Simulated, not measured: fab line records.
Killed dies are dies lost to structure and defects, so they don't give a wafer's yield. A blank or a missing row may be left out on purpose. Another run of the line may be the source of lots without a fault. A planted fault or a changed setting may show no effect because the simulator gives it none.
Chamber matching | flow nand harc | NHARC_A_CONTACT_DEP_24 on pecvd-03 has 3 sister chambers
The step deposits SiO2, target thk 500 nm. 14 wafers are shown with their chamber, then 7 later ones without.

## WAFERS WITH THEIR CHAMBER
wafer  | chamber | heater power w (W) | heater power outer w (W) | throttle valve pct (%)
L076.1 | 2       | 288                | 142                      | 15.5
L076.2 | 0       | 473                | 254                      | 16.1
L076.5 | 1       | 583                | 327                      | 16.6
L078.1 | 2       | 409                | 229                      | 15.4
L078.2 | 1       | 644                | 372                      | 16.4
L078.4 | 2       | 287                | 142                      | 15.7
L082.1 | 1       | 597                | 343                      | 16.2
L082.5 | 0       | 430                | 242                      | 15.6
L082.6 | 1       | 635                | 369                      | 16.3
L091.1 | 0       | 380                | 201                      | 15.7
L091.2 | 1       | 669                | 395                      | 16.1
L091.3 | 2       | 369                | 186                      | 15.5
L092.3 | 2       | 356                | 184                      | 15.7
L092.4 | 1       | 547                | 304                      | 15.9

SIGNATURES, as means of the wafers listed above
reading              | chamber 0 | chamber 1 | chamber 2 | scatter within a chamber
heater power w       | 427.67    | 612.50    | 341.80    | 48.4
heater power outer w | 232.33    | 351.67    | 176.60    | 33.5
throttle valve pct   | 15.800    | 16.250    | 15.560    | 0.215
Rule: a wafer lies at a distance from a chamber equal to the root of the sum of squares, over the readings, of (its reading less the chamber's mean, divided by the reading's scatter). The wafer belongs to the nearest chamber; if the next one is less than 2 further off, it can't be placed. The scatter: take each reading less its chamber's mean, square it, sum over the shown wafers, divide by the number of wafers less the number of chambers, and take the root.

## WAFERS WITHOUT THEIR CHAMBER
wafer  | heater power w (W) | heater power outer w (W) | throttle valve pct (%)
L092.6 | 377                | 200                      | 15.5
L094.1 | 354                | 178                      | 15.8
L094.3 | 447                | 256                      | 15.8
L094.4 | 467                | 261                      | 15.7
L095.3 | 657                | 392                      | 16.2
L095.4 | 401                | 226                      | 16.1
L095.6 | 386                | 208                      | 16.0

## EACH ONE'S CHAMBER
wafer  | from the rows above     | in truth
L092.6 | can't be placed: 2 or 0 | 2
L094.1 | can't be placed: 2 or 0 | 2
L094.3 | 0                       | 0
L094.4 | 0                       | 0
L095.3 | 1                       | 1
L095.4 | can't be placed: 0 or 2 | 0
L095.6 | can't be placed: 0 or 2 | 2
Placed correctly: 3 of 7. Not placeable from these rows: 4 (in 4, the candidates include the true chamber). Placed wrongly: 0.
